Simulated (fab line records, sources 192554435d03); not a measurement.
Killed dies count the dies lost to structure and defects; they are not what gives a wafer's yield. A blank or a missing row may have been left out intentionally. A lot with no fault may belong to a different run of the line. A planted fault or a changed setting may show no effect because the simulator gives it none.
Split-lot study | flow n5-finfet | route with 1938 steps; 7 lots, 39 wafers read

== SPLIT DETAILS ==
At N5_BEOL_M4_DESCUM_33 (chemistry O2, time 7 s), the setting time-s was moved away from the recipe's 7 s on 12 of the 39 wafers read, by -58.9% to +54.9%. The other wafers ran this setting at the recipe's value.

== BETWEEN THE SPLIT AND THE READING: the file shows 1 step in between ==
- N5_BEOL_M4_ETCH_77: etches underlayer in N2/H2, target depth 6.5 nm, time 5.2 s

== THE READING ==
CAR-EUV_of_BEOL_M4_COAT_22.thk-nm (the simulator's own value, which no gauge read), in nm, at N5_BEOL_M4_ETCH_69 (etches SiARC in CF4, target depth 15.6 nm, time 26 s). The file gives no usual value for it. The 27 wafers here that ran the recipe average 11.1 nm, standard deviation 0.098 nm.

wafer  | tool, chamber at the split | time-s as run, s | against the recipe | CAR-EUV_of_BEOL_M4_COAT_22.thk-nm, nm | against lot-mates on the recipe
L076.1 | rie-diel-06, 3,0           | 7                | recipe             | 11.2                                  | -
L076.4 | rie-diel-06, 3,0           | 7                | recipe             | 11.2                                  | -
L076.2 | rie-diel-06, 0,1,3         | 2.879            | -58.9%             | 13.2                                  | +2.1
L076.3 | rie-diel-06, 0,1,3         | 2.879            | -58.9%             | 13.2                                  | +2.1
L076.6 | rie-diel-06, 0,1,3         | 2.879            | -58.9%             | 13.2                                  | +2.1
L076.5 | rie-diel-06, 1             | 7                | recipe             | 11                                    | -
L077.1 | rie-diel-03, 3,2,3,2       | 7                | recipe             | 11.2                                  | -
L077.2 | rie-diel-03, 0             | 7                | recipe             | 11.2                                  | -
L077.3 | rie-diel-03, 3,2,3,2       | 7                | recipe             | 11.2                                  | -
L077.5 | rie-diel-03, 0             | 7                | recipe             | 11.2                                  | -
L077.6 | rie-diel-03, 3,2,3,2       | 7                | recipe             | 11.2                                  | -
L077.4 | rie-diel-03, 3,2,3,2       | 7                | recipe             | 11                                    | -
L083.1 | rie-diel-06, 1,3           | 7                | recipe             | 11.2                                  | -
L083.3 | rie-diel-06, 1,3           | 7                | recipe             | 11.2                                  | -
L083.5 | rie-diel-06, 3             | 7                | recipe             | 11.2                                  | -
L085.1 | rie-diel-03, 3             | 7                | recipe             | 11.2                                  | -
L085.2 | rie-diel-03, 2             | 8.91             | +27.3%             | 10.2                                  | -0.9
L085.3 | rie-diel-03, 0,1           | 8.91             | +27.3%             | 10.2                                  | -0.9
L085.4 | rie-diel-03, 0,1           | 8.91             | +27.3%             | 10.2                                  | -0.9
L085.5 | rie-diel-03, 2,1           | 7                | recipe             | 11                                    | -
L085.6 | rie-diel-03, 2,1           | 7                | recipe             | 11                                    | -
L088.1 | rie-diel-03, 2,3           | 7                | recipe             | 11.2                                  | -
L088.3 | rie-diel-03, 1             | 7                | recipe             | 11.2                                  | -
L088.2 | rie-diel-03, 2,3           | 7                | recipe             | 11                                    | -
L088.4 | rie-diel-03, 0,0,3         | 3.918            | -44.0%             | 12.8                                  | +1.7
L088.5 | rie-diel-03, 0,0,3         | 3.918            | -44.0%             | 12.8                                  | +1.7
L088.6 | rie-diel-03, 0,0,3         | 3.918            | -44.0%             | 12.6                                  | +1.5
L086.1 | rie-diel-06, 0,2,3         | 10.84            | +54.9%             | 9.2                                   | -1.9
L086.3 | rie-diel-06, 0,2,3         | 10.84            | +54.9%             | 9.2                                   | -1.9
L086.5 | rie-diel-06, 0,2,3         | 10.84            | +54.9%             | 9.2                                   | -1.9
L086.2 | rie-diel-06, 1,3,2         | 7                | recipe             | 11                                    | -
L086.4 | rie-diel-06, 1,3,2         | 7                | recipe             | 11                                    | -
L086.6 | rie-diel-06, 1,3,2         | 7                | recipe             | 11.2                                  | -
L097.1 | rie-diel-03, 1,0           | 7                | recipe             | 11                                    | -
L097.2 | rie-diel-03, 3,2,0,1       | 7                | recipe             | 11                                    | -
L097.5 | rie-diel-03, 3,2,0,1       | 7                | recipe             | 11                                    | -
L097.6 | rie-diel-03, 1,0           | 7                | recipe             | 11                                    | -
L097.3 | rie-diel-03, 3,2,0,1       | 7                | recipe             | 11.2                                  | -
L097.4 | rie-diel-03, 3,2,0,1       | 7                | recipe             | 11.2                                  | -
Rows listing several chambers each stand for several wafers; the file does not say which wafer went through which chamber.

THE FIT
A straight line over all 39 wafers: CAR-EUV_of_BEOL_M4_COAT_22.thk-nm changes by -0.0354 nm for each +1% of time-s; r = -1.00; the points scatter about the line by 0.09 nm.
The same after taking each lot's own level away (the mean of its wafers on the recipe; 39 wafers): -0.0347 nm for each +1%; r = -1.00; scatter 0.082 nm.
According to that fit, moving time-s by its largest amount changes the reading by 2 nm.
The span of the lots' own levels, 11.07 to 11.20 nm, comes to 1.4 times the standard deviation stated above.
The two slopes agree, so the slope changes little with the lot-to-lot level.
Check: with one of the wafers moved furthest among these (-58.9%) left out of the fit, the line predicts +2.06 nm for it against its lot-mates. Against them it came out at +2.07 nm.

== ADDITIONAL SPLITS CARRIED BY THESE WAFERS ==
Note: prior to the reading, these wafers also went through further splits. Each is held against what the fit with the lots' levels taken away leaves over:
other split on the same wafers     | wafers away from the commonest value | r with CAR-EUV_of_BEOL_M4_COAT_22.thk-nm (lot level and that fit taken away)
N5_FIN_SAQP_HM_DEP_72 time-s       | 15                                   | -0.01
N5_SD_EPI_N_ETCH_45 target-depth-a | 15                                   | -0.19
N5_HKMG_FIN_HK_ALD_01 ald-cycles   | 12                                   | +0.02
N5_BEOL_M0_SAQP_PECVD_96 time-s    | 9                                    | +0.04

== THE WHOLE CHAIN: every reading that the file lists as answering this split, in the file's order ==
step                 | what it does                                                | reading                                                                            | change (the file's fit)                | r (the file's)
N5_BEOL_M4_DESCUM_33 | chemistry O2, time 7 s                                      | CAR-EUV_of_BEOL_M4_COAT_22.thk-nm (the simulator's own value, which no gauge read) | -0.0344 nm for each +1% of the setting | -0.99
N5_BEOL_M4_ETCH_77   | etches underlayer in N2/H2, target depth 6.5 nm, time 5.2 s | CAR-EUV_of_BEOL_M4_COAT_22.thk-nm (the simulator's own value, which no gauge read) | -0.033 nm for each +1% of the setting  | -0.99
N5_BEOL_M4_ETCH_69   | etches SiARC in CF4, target depth 15.6 nm, time 26 s        | CAR-EUV_of_BEOL_M4_COAT_22.thk-nm (the simulator's own value, which no gauge read) | -0.0347 nm for each +1% of the setting | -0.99

== THE FILE'S OWN FIT ==
CAR-EUV_of_BEOL_M4_COAT_22.thk-nm changes by -0.0347 nm for each +1% of time-s, r = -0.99.
